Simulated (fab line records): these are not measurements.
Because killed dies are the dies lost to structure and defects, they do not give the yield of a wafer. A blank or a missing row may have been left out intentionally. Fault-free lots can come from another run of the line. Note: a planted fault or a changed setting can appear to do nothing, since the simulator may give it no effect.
A struck lot beside a sound one || flow n5Finfet || 36 out of 1938 route steps
Sound: the wafers L578.2, L578.3, L578.6. Struck: wafers L588.5, L588.6 (left out: L588.3, a lot-mate that was not struck); the cause follows at the end.
Order at every step that has rows: each side's tool, ch and its chambers, its first start. Under that, the readings that differ: sound wafers || struck wafers || difference of the means || sigmas: that difference in standard deviations of wafers without a fault.
alike: same words and numbers on both sides, and readings whose means sit less than 2 such deviations apart. not compared: any withheld reading, any reading some wafer has no value for, any bound like >300 that may hide the same value, and any number with overlapping values for which the record gives no deviation.
A row with sigmas, a row that says differs or no value, or rows on one side alone: a step with any of these is where the two part. Non-overlapping numbers with no deviation appear without sigmas and do not part them. Lack of a reading on every wafer of one side parts them only where that side has two or more wafers.

first, 9 steps without rows for these wafers: N5_BEOL_M4_ANNEAL_95 (time 240 s); N5_BEOL_M4_SPUTTER_96 (material Cu, target thk 4.5 nm, time 8.29 s); N5_BEOL_M4_ECD_50 (material Cu, target thk 300 nm); N5_BEOL_M4_ANNEAL_51 (time 90 s); N5_BEOL_M4_CMP_52 (polishes, stops on SiOC, t overpolish 6.8 s, target thk 40 nm); N5_BEOL_M4_PRE_CLEAN_60 (time 15 s); N5_BEOL_M4_CO_CAP_55 (material Co, precursor CCTBA/H2, target thk 2 nm, time 102.1 s); N5_BEOL_M4_PRE_CLEAN_56 (time 15 s); N5_BEOL_M4_DEP_57 (deposits SiCN from 3MS/NH3, target thk 8 nm, time 14 s).
N5_BEOL_M4_RC_MEAS_101:
  sound on prober-02 ch 0, day 10 11:44; struck on prober-01 ch 0, day 13 00:32
  alike: DIBL_N, DIBL_P, IOFF_N, IOFF_P, ION_N, ION_P, SS_N, SS_P, VT_N, VT_P
then, 24 steps without rows for these wafers: N5_BEOL_M5_ILD_DEP_00 (deposits SiCOH lowk from DEMS/porogen, target thk 140.64 nm, time 25.9 s); N5_BEOL_M5_CURE_79 (cures SiCOH lowk, time 240 s); N5_BEOL_M5_PECVD_70 (deposits SiO2 from TEOS/O2, target thk 16 nm, time 18 s); N5_BEOL_M5_HM_DEP_02 (deposits TiN, target thk 20 nm); N5_BEOL_M5_COAT_59 (time 60 s, resist thk 60 nm); N5_BEOL_M5_COAT_60 (time 60 s, resist thk 12 nm); N5_BEOL_M5_COAT_71 (time 60 s, resist thk 5 nm); N5_BEOL_M5_COAT_05 (resist thk 30 nm); N5_BEOL_M5_EBR_07; N5_BEOL_M5_SOFTBAKE_06 (time 60 s); N5_BEOL_M5_EXPOSE_08 (exposes mask M5, target cd 28 nm); N5_BEOL_M5_PEB_09 (peb time 60 s); N5_BEOL_M5_DEVELOP_10 (develop time 30 s); N5_BEOL_M5_DESCUM_16 (chemistry O2, time 7 s); N5_BEOL_M5_ETCH_72 (etches underlayer in N2/H2, target depth 6.5 nm, time 5.2 s); N5_BEOL_M5_ETCH_61 (etches SiARC in CF4, target depth 15.6 nm, time 26 s); N5_BEOL_M5_ETCH_62 (etches SOC in N2/H2, target depth 75 nm, overetch 15 nm, time 112.5 s); N5_BEOL_M5_STRIP_63 (strips in N2/H2); N5_BEOL_M5_STRIP_73 (strips in N2/H2); N5_BEOL_M5_STRIP_64 (strips in CF4); N5_BEOL_M5_HM_OPEN_17 (chemistry Cl2/BCl3, target TiN, target depth 20 nm, overetch 6 nm); N5_BEOL_M5_STRIP_19 (strips in O2); N5_BEOL_M5_COAT_65 (time 60 s, resist thk 60 nm); N5_BEOL_M5_COAT_66 (time 60 s, resist thk 12 nm).
-- a jump in the record: the struck wafers' starts before and after are 4 days apart (it breaks off in module BEOL_M5 and resumes in module MIM_TOP_ETCH, where the first step shown is number 1851 of the route) --
N5_MIM_TOP_ETCH_ETCH_00: etches TiN in Cl2/BCl3, target depth 38.5 nm.
  sound on rieMetal-03 ch 0,1, day 14 14:41; struck on rieMetal-03 ch 0,1, day 17 04:15
{"reading": "oesProductAu (a.u.)", "sound": "0.95 0.95 0.88", "struck": "0.73 0.77", "difference": -0.18, "sigmas": -3}
{"reading": "model.etch.depthNm (nm)", "sound": "37.23 37.16 40.38", "struck": "30.56 28.45", "difference": -8.75, "sigmas": ""}
{"reading": "model.MIM_TOP_ETCH.featureDepthNm (nm)", "sound": "37.2 37.2 40.4", "struck": "30.6 28.4", "difference": -8.8, "sigmas": ""}
{"reading": "model.MIM_TOP_ETCH.cdOffsetNm (nm)", "sound": "0 0 0", "struck": "0.2 0.4", "difference": "+0.3", "sigmas": ""}
  alike: biasW, drypumpMotorCurrentA, throttleValvePct
  not compared: rfHoursCounterH
N5_PASSIVATION_PROBE_49:
  sound: prober-01 at day 15 01:15; struck: prober-01 at day 17 17:24
{"reading": "defectLimitedYield (%)", "sound": "92.2 92.6 92.5", "struck": "0.1 0", "difference": -92.4, "sigmas": -62}
{"reading": "killedAtOther", "sound": "1 2 8", "struck": "1078 1089", "difference": "+1080", "sigmas": "+99 or more"}
{"reading": "killedDies", "sound": "92 87 88", "struck": "1179 1180", "difference": "+1090", "sigmas": "+61"}
{"reading": "killedOnRim", "sound": "14 10 17", "struck": "152 152", "difference": "+138", "sigmas": "+34"}
{"reading": "sort_bin_5_function (%)", "sound": "4.8 4.5 4.9", "struck": "96.2 95.5", "difference": "+91.1", "sigmas": "+91"}
{"reading": "sortNPass", "sound": "1088 1093 1092", "struck": "1 0", "difference": -1090, "sigmas": -61}
{"reading": "sortYieldPct (%)", "sound": "92.2 92.6 92.5", "struck": "0.1 0", "difference": -92.4, "sigmas": -62}
  alike: killed_at_M0_to_M3, killed_at_M4_up, killedAtContacts, killedAtFrontEnd, killedOpen, killedShort, sort_bin_4_leakage, sort_bin_6_memory

WHERE THEY PART
First at N5_MIM_TOP_ETCH_ETCH_00; last, within this record, at N5_PASSIVATION_PROBE_49.

WHY: what had been put in by the simulator
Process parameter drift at N5_MIM_TOP_ETCH_ETCH_00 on rieMetal-03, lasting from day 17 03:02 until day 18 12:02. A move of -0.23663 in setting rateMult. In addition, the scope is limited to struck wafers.
